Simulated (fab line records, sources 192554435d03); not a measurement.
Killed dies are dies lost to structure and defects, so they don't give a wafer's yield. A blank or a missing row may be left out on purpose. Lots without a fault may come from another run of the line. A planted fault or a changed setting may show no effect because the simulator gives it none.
Which tool did it? | flow n5_finfet | 7 lots, 18 wafers sampled, at 4 steps of a route of 1938

WHAT THE GAUGES READ, wafer by wafer
N5_PASSIVATION_OVL_MEAS_63.
lot  | measured     | on         | PAD_OVL (nm)
L177 | day 13 02:27 | overlay-02 | 3 -5 -4
L179 | day 13 06:38 | overlay-01 | 4 8
L181 | day 14 00:24 | overlay-02 | 4 -2
L183 | day 15 03:03 | overlay-01 | -6 3 1
L187 | day 15 06:27 | overlay-01 | -2 2
L192 | day 17 13:50 | overlay-01 | -2 -3 -10
L197 | day 19 05:44 | overlay-01 | 4 9 5

WHICH TOOL RAN EACH LOT (tool, then ch and the chambers of the sampled wafers, then the start)
lot  | N5_HKMG_FIN_ALD_72           | N5_MIM_BOT_ETCH_ETCH_00           | N5_PASSIVATION_PRE_CLEAN_19
L177 | cvd_w-01 ch 0,1, day 4 20:00 | rie_metal-02 ch 0,1, day 12 23:13 | pvd_sputter-02, day 13 01:40
L179 | cvd_w-02 ch 0,1, day 5 06:46 | rie_metal-01 ch 1, day 13 03:43   | pvd_sputter-03, day 13 05:59
L181 | cvd_w-02 ch 0, day 5 17:59   | rie_metal-02 ch 0,1, day 13 20:55 | pvd_sputter-03, day 13 23:38
L183 | cvd_w-01 ch 0,1, day 6 10:40 | rie_metal-02 ch 0,1, day 14 21:22 | pvd_sputter-01, day 15 02:25
L187 | cvd_w-02 ch 0,1, day 7 06:04 | rie_metal-01 ch 0,1, day 15 03:21 | pvd_sputter-01, day 15 05:49
L192 | cvd_w-01 ch 0,1, day 8 12:13 | rie_metal-02 ch 0,1, day 17 08:33 | pvd_sputter-01, day 17 13:12
L197 | cvd_w-01 ch 0,1, day 9 18:16 | rie_metal-03 ch 0,1, day 19 02:08 | pvd_sputter-03, day 19 04:58
- N5_HKMG_FIN_ALD_72: deposits W, target thk 2 nm, pulse time 1 s, purge time 2 s.
- N5_MIM_BOT_ETCH_ETCH_00: etches TiN in Cl2/BCl3, target depth 45.5 nm.
- N5_PASSIVATION_PRE_CLEAN_19

THE ANSWER, worked out from the rows above alone
Rule: what is usual is taken from the lots themselves. Put in order of their means at a reading, lots are off if they are a third of the lots or fewer, leave a main group of 4 or more, and stand apart from it by a gap of 3 or more times the standard deviation of the main group's means; of several such gaps the widest counts. A main group whose means are all the same, to the digits that the tables above print for the reading, isn't used. A lot without any number at a reading at which 4 lots or more have one is off too. The other lots that the step has rows for count as sound.
No lot is off at any reading shown: from this, nothing can be told.

WHAT THE SIMULATOR HAD PUT IN
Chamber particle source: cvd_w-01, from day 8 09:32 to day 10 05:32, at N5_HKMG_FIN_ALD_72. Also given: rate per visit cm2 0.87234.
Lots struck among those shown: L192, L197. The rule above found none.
